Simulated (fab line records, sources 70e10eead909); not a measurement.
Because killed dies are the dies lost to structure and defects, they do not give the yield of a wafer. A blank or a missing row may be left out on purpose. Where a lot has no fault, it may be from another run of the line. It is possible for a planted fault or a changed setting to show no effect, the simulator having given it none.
fab line records | flow nandHarc
record: lots: 7 | wafers: 18 | lastDay: 33
route steps=1302 shown A_DECK1_JOINT@544 A_ONON_D2@545 END@1302
lots with no fault: from the same line, run without faults
startH: start of the lot's first displayed wafer, in hours after the record's first day | waitH: hours since the lot's step before | " identical to the entry in the row above | L1.1+2: one row covering several wafers at once | - no value, or no start was given | * or withheld: withheld | < > ~ a bound
route shown NAME@n: a module of which the file shows steps, and the number in the route of the first | usual: average and standard deviation across the fault-free wafers | same: alike in all rows | chamber/n: place in a boat | sites: readings site by site | _std_site: how widely they spread, as a standard deviation | _edge_site: outer sites' mean less inner sites' | radiusMm: how far each site lies from the wafer's centre | mask NAME#n: copy n | behind: the most recent tool/chamber to have shaped the wafer | hold: why the lot was held/for how many hours/how that ended | device: the n, p or np transistor that did not switch | end of line: tests run on the same wafers once the route is complete | a step without rows: its recipe alone | killed: the dies lost at the first sort to structure and to defects; this is not the yield of the wafer | map: the dies of a wafer, with x for killed, . for not killed, _ for no die there
set.NAME: the setting that was run; set.NAME@STEP: the one run at that earlier step | model.NAME: the simulator's own value behind a step, which no gauge read
certain route steps with their lots: each step a table, each wafer a row
services: from which hour (startH, from the record's first day; less than 0 if before it) a tool's chamber was out of use, for how many hours, and why
== steps ==
step: NHARC_A_DECK1_JOINT_INSPECT_05
usual: rawDefectCount: 358/140
lot.wafer | tool             | chamber | startH | waitH | rawDefectCount
L512.2    | defectInspect-02 | -       | 301.83 | 0.0   | 301
L512.3    | "                | -       | "      | "     | 254
L512.6    | "                | -       | "      | "     | 216
L517.1    | defectInspect-02 | -       | 346.35 | 0.0   | 346
L517.5    | "                | -       | "      | "     | 426
L517.6    | "                | -       | "      | "     | 798
L518.1    | defectInspect-02 | -       | 352.73 | 0.0   | 348
L518.2    | "                | -       | "      | "     | 228
L518.6    | "                | -       | "      | "     | 243
L526.3    | defectInspect-02 | -       | 435.65 | 0.0   | 187
L526.5    | "                | -       | "      | "     | 250
L528.3    | defectInspect-02 | -       | 447.50 | 0.0   | 308
L528.5    | "                | -       | "      | "     | 440
L530.3    | defectInspect-01 | -       | 475.03 | 0.0   | 323
L530.6    | "                | -       | "      | "     | 324
L533.1    | defectInspect-01 | -       | 494.69 | 0.0   | 674
L533.3    | "                | -       | "      | "     | 354
L533.5    | "                | -       | "      | "     | 236
step: NHARC_A_ONON_D2_DEP_00
recipe: targetThkA: 10000 | n2FlowSccm: 2750 | n2oFlowSccm: 2000 | nh3FlowSccm: 500 | sih4FlowSccm: 210 | tempC: 400
step: NHARC_A_ONON_D2_THK_MEAS_02
recipe: thkMeasGauge: ellipsometry
usual: thkNm: 999/10
lot.wafer | tool         | chamber | startH | waitH | thkNm
L512.2    | filmMetro-01 | -       | 302.40 | -     | 1009
L512.3    | "            | -       | "      | "     | 1011
L512.6    | "            | -       | "      | "     | 1009
L517.1    | filmMetro-01 | -       | 346.92 | -     | 1024
L517.5    | "            | -       | "      | "     | 1023
L517.6    | "            | -       | "      | "     | 1023
L518.1    | filmMetro-01 | -       | 353.31 | -     | 999
L518.2    | "            | -       | "      | "     | 997
L518.6    | "            | -       | "      | "     | 995
L526.3    | filmMetro-02 | -       | 436.22 | -     | 993
L526.5    | "            | -       | "      | "     | 994
L528.3    | filmMetro-02 | -       | 448.08 | -     | 1022
L528.5    | "            | -       | "      | "     | 1019
L530.3    | filmMetro-02 | -       | 475.60 | -     | 981
L530.6    | "            | -       | "      | "     | 982
L533.1    | filmMetro-01 | -       | 495.27 | -     | 983
L533.3    | "            | -       | "      | "     | 986
L533.5    | "            | -       | "      | "     | 987
step: NHARC_A_ONON_D2_DEP_03
recipe: targetThkA: 10000 | n2FlowSccm: 2750 | n2oFlowSccm: 2000 | nh3FlowSccm: 500 | sih4FlowSccm: 210 | tempC: 400
step: NHARC_A_ONON_D2_THK_MEAS_05
recipe: thkMeasGauge: ellipsometry
usual: thkNm: 1000/9.2
lot.wafer | tool         | chamber | startH | waitH | thkNm
L512.2    | filmMetro-01 | -       | 302.97 | -     | 1005
L512.3    | "            | -       | "      | "     | 1002
L512.6    | "            | -       | "      | "     | 1006
L517.1    | filmMetro-01 | -       | 347.49 | -     | 997
L517.5    | "            | -       | "      | "     | 1000
L517.6    | "            | -       | "      | "     | 998
L518.1    | filmMetro-01 | -       | 353.88 | -     | 985
L518.2    | "            | -       | "      | "     | 987
L518.6    | "            | -       | "      | "     | 987
L526.3    | filmMetro-02 | -       | 436.79 | -     | 993
L526.5    | "            | -       | "      | "     | 996
L528.3    | filmMetro-01 | -       | 448.64 | -     | 1005
L528.5    | "            | -       | "      | "     | 1004
L530.3    | filmMetro-01 | -       | 476.17 | -     | 997
L530.6    | "            | -       | "      | "     | 999
L533.1    | filmMetro-02 | -       | 495.84 | -     | 1013
L533.3    | "            | -       | "      | "     | 1011
L533.5    | "            | -       | "      | "     | 1011
step: NHARC_A_ONON_D2_DEP_06
recipe: targetThkA: 10000 | n2FlowSccm: 2750 | n2oFlowSccm: 2000 | nh3FlowSccm: 500 | sih4FlowSccm: 210 | tempC: 400
step: NHARC_A_ONON_D2_THK_MEAS_08
recipe: thkMeasGauge: ellipsometry
usual: thkNm: 1002/9.4
lot.wafer | tool         | chamber | startH | waitH | thkNm
L512.2    | filmMetro-02 | -       | 303.54 | -     | 996
L512.3    | "            | -       | "      | "     | 997
L512.6    | "            | -       | "      | "     | 996
L517.1    | filmMetro-01 | -       | 348.06 | -     | 998
L517.5    | "            | -       | "      | "     | 999
L517.6    | "            | -       | "      | "     | 999
L518.1    | filmMetro-02 | -       | 354.45 | -     | 997
L518.2    | "            | -       | "      | "     | 998
L518.6    | "            | -       | "      | "     | 998
L526.3    | filmMetro-02 | -       | 437.37 | -     | 987
L526.5    | "            | -       | "      | "     | 985
L528.3    | filmMetro-02 | -       | 449.20 | -     | 999
L528.5    | "            | -       | "      | "     | 1000
L530.3    | filmMetro-02 | -       | 476.73 | -     | 1013
L530.6    | "            | -       | "      | "     | 1012
L533.1    | filmMetro-02 | -       | 496.40 | -     | 1005
L533.3    | "            | -       | "      | "     | 1006
L533.5    | "            | -       | "      | "     | 1005
step: NHARC_A_ONON_D2_DEP_09
recipe: targetThkA: 10000 | n2FlowSccm: 2750 | n2oFlowSccm: 2000 | nh3FlowSccm: 500 | sih4FlowSccm: 210 | tempC: 400
step: NHARC_A_ONON_D2_THK_MEAS_11
recipe: thkMeasGauge: ellipsometry
usual: thkNm: 1002/10
lot.wafer | tool         | chamber | startH | waitH | thkNm
L512.2    | filmMetro-02 | -       | 304.11 | -     | 987
L512.3    | "            | -       | "      | "     | 989
L512.6    | "            | -       | "      | "     | 988
L517.1    | filmMetro-02 | -       | 348.64 | -     | 1005
L517.5    | "            | -       | "      | "     | 1006
L517.6    | "            | -       | "      | "     | 1007
L518.1    | filmMetro-02 | -       | 355.01 | -     | 997
L518.2    | "            | -       | "      | "     | 998
L518.6    | "            | -       | "      | "     | 997
L526.3    | filmMetro-01 | -       | 437.94 | -     | 998
L526.5    | "            | -       | "      | "     | 997
L528.3    | filmMetro-01 | -       | 449.77 | -     | 1013
L528.5    | "            | -       | "      | "     | 1012
L530.3    | filmMetro-02 | -       | 477.29 | -     | 1010
L530.6    | "            | -       | "      | "     | 1009
L533.1    | filmMetro-02 | -       | 496.97 | -     | 1014
L533.3    | "            | -       | "      | "     | 1014
L533.5    | "            | -       | "      | "     | 1012
step: NHARC_A_ONON_D2_DEP_12
recipe: targetThkA: 10000 | n2FlowSccm: 2750 | n2oFlowSccm: 2000 | nh3FlowSccm: 500 | sih4FlowSccm: 210 | tempC: 400
step: NHARC_A_ONON_D2_THK_MEAS_14
recipe: thkMeasGauge: ellipsometry
usual: thkNm: 997/9.4
lot.wafer | tool         | chamber | startH | waitH | thkNm
L512.2    | filmMetro-01 | -       | 304.68 | -     | 996
L512.3    | "            | -       | "      | "     | 995
L512.6    | "            | -       | "      | "     | 996
L517.1    | filmMetro-02 | -       | 349.21 | -     | 998
L517.5    | "            | -       | "      | "     | 997
L517.6    | "            | -       | "      | "     | 1000
L518.1    | filmMetro-01 | -       | 355.57 | -     | 993
L518.2    | "            | -       | "      | "     | 990
L518.6    | "            | -       | "      | "     | 992
L526.3    | filmMetro-02 | -       | 438.50 | -     | 1025
L526.5    | "            | -       | "      | "     | 1023
L528.3    | filmMetro-01 | -       | 450.33 | -     | 997
L528.5    | "            | -       | "      | "     | 999
L530.3    | filmMetro-01 | -       | 477.85 | -     | 1008
L530.6    | "            | -       | "      | "     | 1007
L533.1    | filmMetro-02 | -       | 497.55 | -     | 989
L533.3    | "            | -       | "      | "     | 991
L533.5    | "            | -       | "      | "     | 990
step: NHARC_A_ONON_D2_ANNEAL_15
recipe: tempC: 750 | timeS: 3600
step: NHARC_A_ONON_D2_DEP_16
recipe: targetThkA: 10000 | n2FlowSccm: 2750 | n2oFlowSccm: 2000 | nh3FlowSccm: 500 | sih4FlowSccm: 210 | tempC: 400
usual: n2FlowSccm: 2748/8.4
lot.wafer | tool         | chamber | startH | waitH | n2FlowSccm
L512.2    | pecvdOnon-01 | 0       | 312.24 | 0.8   | 2745
L512.3    | "            | 0       | "      | "     | 2740
L512.6    | "            | 0       | "      | "     | 2740
L517.1    | pecvdOnon-03 | 0       | 358.12 | 0.4   | 2746
L517.5    | "            | 0       | "      | "     | 2746
L517.6    | "            | 0       | "      | "     | 2751
L518.1    | pecvdOnon-04 | 0       | 362.45 | 0.4   | 2746
L518.2    | "            | 0       | "      | "     | 2753
L518.6    | "            | 0       | "      | "     | 2751
L526.3    | pecvdOnon-03 | 0       | 445.86 | 0.5   | 2747
L526.5    | "            | 0       | "      | "     | 2745
L528.3    | pecvdOnon-03 | 0       | 457.31 | 0.5   | 2739
L528.5    | "            | 0       | "      | "     | 2737
L530.3    | pecvdOnon-03 | 0       | 482.44 | 0.5   | 2745
L530.6    | "            | 0       | "      | "     | 2735
L533.1    | pecvdOnon-01 | 0       | 504.95 | 0.4   | 2733
L533.3    | "            | 0       | "      | "     | 2748
L533.5    | "            | 0       | "      | "     | 2750
step: NHARC_A_ONON_D2_THK_MEAS_18
recipe: thkMeasGauge: ellipsometry
usual: thkNm: 999/8.2
lot.wafer | tool         | chamber | startH | waitH | thkNm
L512.2    | filmMetro-01 | -       | 312.69 | -     | 1009
L512.3    | "            | -       | "      | "     | 1008
L512.6    | "            | -       | "      | "     | 1007
L517.1    | filmMetro-01 | -       | 358.64 | -     | 995
L517.5    | "            | -       | "      | "     | 994
L517.6    | "            | -       | "      | "     | 996
L518.1    | filmMetro-02 | -       | 362.96 | -     | 991
L518.2    | "            | -       | "      | "     | 991
L518.6    | "            | -       | "      | "     | 993
L526.3    | filmMetro-02 | -       | 446.26 | -     | 906
L526.5    | "            | -       | "      | "     | 1001
L528.3    | filmMetro-02 | -       | 457.70 | -     | 911
L528.5    | "            | -       | "      | "     | 1006
L530.3    | filmMetro-02 | -       | 482.84 | -     | 896
L530.6    | "            | -       | "      | "     | 990
L533.1    | filmMetro-02 | -       | 505.46 | -     | 1001
L533.3    | "            | -       | "      | "     | 1000
L533.5    | "            | -       | "      | "     | 1000
step: NHARC_A_ONON_D2_DEP_19
recipe: targetThkA: 10000 | n2FlowSccm: 2750 | n2oFlowSccm: 2000 | nh3FlowSccm: 500 | sih4FlowSccm: 210 | tempC: 400
step: NHARC_END_SORT_01
recipe: tempC: 25
usual: killedAtArray: 56/20 | killedAtOther: 1/1.3 | killedAtPeriphery: 3.5/2.7 | killedDies: 60/20 | killedOpen: 3.3/1.6 | killedShort: 2.4/1.5
same: grossDies: 677
lot.wafer | tool      | chamber | startH | waitH | killedAtArray | killedAtOther | killedAtPeriphery | killedDies | killedOpen | killedShort
L512.2    | prober-02 | 0       | 580.87 | 2.8   | 72            | 0             | 5                 | 77         | 0          | 0
L512.3    | prober-02 | 0       | 581.67 | 3.1   | 68            | 1             | 8                 | 77         | 3          | 3
L512.6    | prober-02 | 0       | 584.07 | 4.0   | 88            | 1             | 12                | 101        | 3          | 1
L526.3    | prober-02 | 0       | 723.55 | 3.1   | 675           | 0             | 2                 | 677        | 6          | 1
L528.3    | prober-02 | 0       | 731.31 | 3.1   | 675           | 0             | 2                 | 677        | 3          | 4
L530.3    | prober-02 | 0       | 750.20 | 3.1   | 669           | 0             | 8                 | 677        | 4          | 2
killed by level:class
L512.2 A_SLIT:chamberFilmFlake=32 A_CHANNEL_HOLE_D2:chamberFilmFlake=20 A_CHANNEL_HOLE_D1:chamberFilmFlake=6 A_STAIRCASE:chamberFilmFlake=4 P_GATE:chamberFilmFlake=3 A_SGD_CUT:chamberFilmFlake=3 A_CONTACT:chamberFilmFlake=3 P_STI:chamberFilmFlake=2
L512.3 A_SLIT:chamberFilmFlake=32 A_CHANNEL_HOLE_D2:chamberFilmFlake=19 P_GATE:chamberFilmFlake=5 A_CHANNEL_HOLE_D1:chamberFilmFlake=5 A_STAIRCASE:chamberFilmFlake=3 A_M0:geometricParticle:open=2 A_SGD_CUT:chamberFilmFlake=2 A_DECK1_JOINT:geometricParticle:short=1
L512.6 A_CHANNEL_HOLE_D2:chamberFilmFlake=36 A_SLIT:chamberFilmFlake=26 A_SGD_CUT:chamberFilmFlake=9 A_CHANNEL_HOLE_D1:chamberFilmFlake=6 P_STI:chamberFilmFlake=5 A_STAIRCASE:chamberFilmFlake=5 P_GATE:chamberFilmFlake=3 P_M0:geometricParticle:open=2
L526.3 A_ONON_D2:areaDep=578 A_SLIT:chamberFilmFlake=38 A_CHANNEL_HOLE_D2:chamberFilmFlake=23 A_CHANNEL_HOLE_D1:chamberFilmFlake=19 A_CONTACT:chamberFilmFlake=7 A_STAIRCASE:chamberFilmFlake=3 P_M0:geometricParticle:open=1 A_ONON_D1:geometricParticle:short=1
L528.3 A_ONON_D2:areaDep=636 A_CHANNEL_HOLE_D1:chamberFilmFlake=16 A_STAIRCASE:chamberFilmFlake=4 A_BLC:chamberFilmFlake=4 A_CONTACT:chamberFilmFlake=3 A_BLC:geometricParticle:open=2 A_SLIT:chamberFilmFlake=2 P_STI:geometricParticle:short=1
L530.3 A_ONON_D2:areaDep=638 A_CHANNEL_HOLE_D1:chamberFilmFlake=16 A_CONTACT:chamberFilmFlake=7 P_CONTACT:chamberFilmFlake=3 P_M0:geometricParticle:open=2 P_STI:chamberFilmFlake=2 P_M0:geometricParticle:short=1 A_ONON_D2:geometricParticle:short=1
map L526.3 (x killed, . not)
____________x____________
_________xxxxxxx_________
_______xxxxxxxxxxx_______
______xxxxxxxxxxxxx______
_____xxxxxxxxxxxxxxx_____
____xxxxxxxxxxxxxxxxx____
____xxxxxxxxxxxxxxxxx____
___xxxxxxxxxxxxxxxxxxx___
___xxxxxxxxxxxxxxxxxxx___
__xxxxxxxxxxxxxxxxxxxxx__
__xxxxxxxxxxxxxxxxxxxxx__
_xxxxxxxxxxxxxxxxxxxxxxx_
_xxxxxxxxxxxxxxxxxxxxxxx_
_xxxxxxxxxxxxxxxxxxxxxxx_
_xxxxxxxxxxxxxxxxxxxxxxx_
_xxxxxxxxxxxxxxxxxxxxxxx_
xxxxxxxxxxxxxxxxxxxxxxxxx
xxxxxxxxxxxxxxxxxxxxxxxxx
xxxxxxxxxxxxxxxxxxxxxxxxx
xxxxxxxxxxxxxxxxxxxxxxxxx
xxxxxxxxxxxxxxxxxxxxxxxxx
_xxxxxxxxxxxxxxxxxxxxxxx_
_xxxxxxxxxxxxxxxxxxxxxxx_
_xxxxxxxxxxxxxxxxxxxxxxx_
_xxxxxxxxxxxxxxxxxxxxxxx_
_xxxxxxxxxxxxxxxxxxxxxxx_
__xxxxxxxxxxxxxxxxxxxxx__
__xxxxxxxxxxxxxxxxxxxxx__
___xxxxxxxxxxxxxxxxxxx___
___xxxxxxxxxxxxxxxxxxx___
____xxxxxxxxxxxxxxxxx____
____xxxxxxxxxxxxxxxxx____
_____xxxxxxxxxxxxxxx_____
______xxxxxxxxxxxxx______
_______xxxxxxxxxxx_______
_________xxxxxxx_________
____________x____________
map L528.3 (x killed, . not)
____________x____________
_________xxxxxxx_________
_______xxxxxxxxxxx_______
______xxxxxxxxxxxxx______
_____xxxxxxxxxxxxxxx_____
____xxxxxxxxxxxxxxxxx____
____xxxxxxxxxxxxxxxxx____
___xxxxxxxxxxxxxxxxxxx___
___xxxxxxxxxxxxxxxxxxx___
__xxxxxxxxxxxxxxxxxxxxx__
__xxxxxxxxxxxxxxxxxxxxx__
_xxxxxxxxxxxxxxxxxxxxxxx_
_xxxxxxxxxxxxxxxxxxxxxxx_
_xxxxxxxxxxxxxxxxxxxxxxx_
_xxxxxxxxxxxxxxxxxxxxxxx_
_xxxxxxxxxxxxxxxxxxxxxxx_
xxxxxxxxxxxxxxxxxxxxxxxxx
xxxxxxxxxxxxxxxxxxxxxxxxx
xxxxxxxxxxxxxxxxxxxxxxxxx
xxxxxxxxxxxxxxxxxxxxxxxxx
xxxxxxxxxxxxxxxxxxxxxxxxx
_xxxxxxxxxxxxxxxxxxxxxxx_
_xxxxxxxxxxxxxxxxxxxxxxx_
_xxxxxxxxxxxxxxxxxxxxxxx_
_xxxxxxxxxxxxxxxxxxxxxxx_
_xxxxxxxxxxxxxxxxxxxxxxx_
__xxxxxxxxxxxxxxxxxxxxx__
__xxxxxxxxxxxxxxxxxxxxx__
___xxxxxxxxxxxxxxxxxxx___
___xxxxxxxxxxxxxxxxxxx___
____xxxxxxxxxxxxxxxxx____
____xxxxxxxxxxxxxxxxx____
_____xxxxxxxxxxxxxxx_____
______xxxxxxxxxxxxx______
_______xxxxxxxxxxx_______
_________xxxxxxx_________
____________x____________
== services ==
tool         | chamber | startH | hours | kind
pecvdOnon-04 | -       | 311.62 | 13.0  | pm
pecvdOnon-03 | -       | 408.28 | 13.0  | pm
pecvdOnon-01 | -       | 450.40 | 13.0  | pm
pecvdOnon-04 | -       | 492.62 | 13.0  | pm
== key ==
firstSign: step: NHARC_A_ONON_D2_THK_MEAS_18 | reading: thkNm | direction: down | sigmas: 12 | usual: 999 | struck: 904
effect: step: NHARC_END_SORT_01 | reading: killedAtArray | direction: up | sigmas: 31 | usual: 56 | struck: 673
moreKillsBornAt: NHARC_A_ONON_D2_DEP_16@pecvdOnon-03: 1852
metAt NHARC_A_ONON_D2_DEP_16
struckWafers L526.3,L528.3,L530.3
laterRowsLeftOut L526.3,L528.3,L530.3
testerLeftOut L526,L528,L530
onsetBetween 358.12 445.86
fault: kind: processParameterDrift | tool: pecvdOnon-03 | chamber: - | onsetH: 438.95 | steps: NHARC_A_ONON_D2_DEP_16 | channel: targetThkA | offset: * | shape: step | endH: 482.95 | scope: struckWafersOnly | actsIn: * | stated: *
testerLeftOut: of these lots the tester's yield and bins aren't shown, on N5 and GAA mostly nor the transistor test; their killed dies are dies lost to structure and defects alone, not to doping, threshold or leakage, so they don't give the yield
laterRowsLeftOut: the simulator's readings of these wafers behind a module that went badly wrong aren't trusted and aren't shown, but for the sort
